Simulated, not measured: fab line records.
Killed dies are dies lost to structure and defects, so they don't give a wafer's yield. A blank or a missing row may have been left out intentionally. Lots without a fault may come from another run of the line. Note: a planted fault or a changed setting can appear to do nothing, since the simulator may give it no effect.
Chamber matching ; flow nand harc ; rie diel-08 running NHARC_P_ZERO_WELL_DESCUM_13: 4 sister chambers
The step chemistry O2, time 3 s. 8 wafers are shown with their chamber, then 11 later ones without.

## WAFERS PAIRED WITH THEIR CHAMBERS
wafer;chamber;showerhead plenum p Torr (Torr);drypump motor current A (A)
L078.5;1;1.93;5.7
L081.5;3;1.89;6.0
L082.2;0;1.93;5.5
L082.4;1;1.93;5.6
L083.1;0;1.93;5.5
L083.3;3;1.89;5.9
L083.6;2;1.90;6.2
L089.2;2;1.89;6.2

## WAFERS MISSING THEIR CHAMBER
wafer;showerhead plenum p Torr (Torr);drypump motor current A (A)
L089.4;1.92;5.6
L089.6;1.89;6.2
L090.1;1.88;5.9
L090.2;1.92;5.5
L090.3;1.89;6.2
L093.4;1.88;5.9
L093.5;1.92;5.6
L093.6;1.92;5.5
L094.2;1.92;5.7
L094.5;1.92;5.5
L094.6;1.92;5.6

## WHICH CHAMBER EACH ONE RAN IN
wafer;from the rows above;in truth
L089.4;can't be placed: 1 or 0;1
L089.6;2;2
L090.1;3;3
L090.2;can't be placed: 0 or 1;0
L090.3;2;2
L093.4;3;3
L093.5;can't be placed: 1 or 0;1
L093.6;can't be placed: 0 or 1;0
L094.2;can't be placed: 1 or 0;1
L094.5;can't be placed: 0 or 1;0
L094.6;can't be placed: 1 or 0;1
Correct placement for 4 of the 11. Not placeable from these rows: 7 (in 7, the candidates include the true chamber). 0 placed wrongly.
How it was worked out, from the rows above alone: a wafer's distance from a chamber is the root of the sum, over the readings, of the square of ((its reading less the chamber's mean) divided by the reading's scatter). The wafer belongs to the nearest chamber; if the next one is less than 2 further off, it can't be placed. A chamber's mean is the mean of its shown wafers. The scatter: the root of (the sum of the squares of (reading less its chamber's mean) over the shown wafers, divided by (wafers less chambers)).
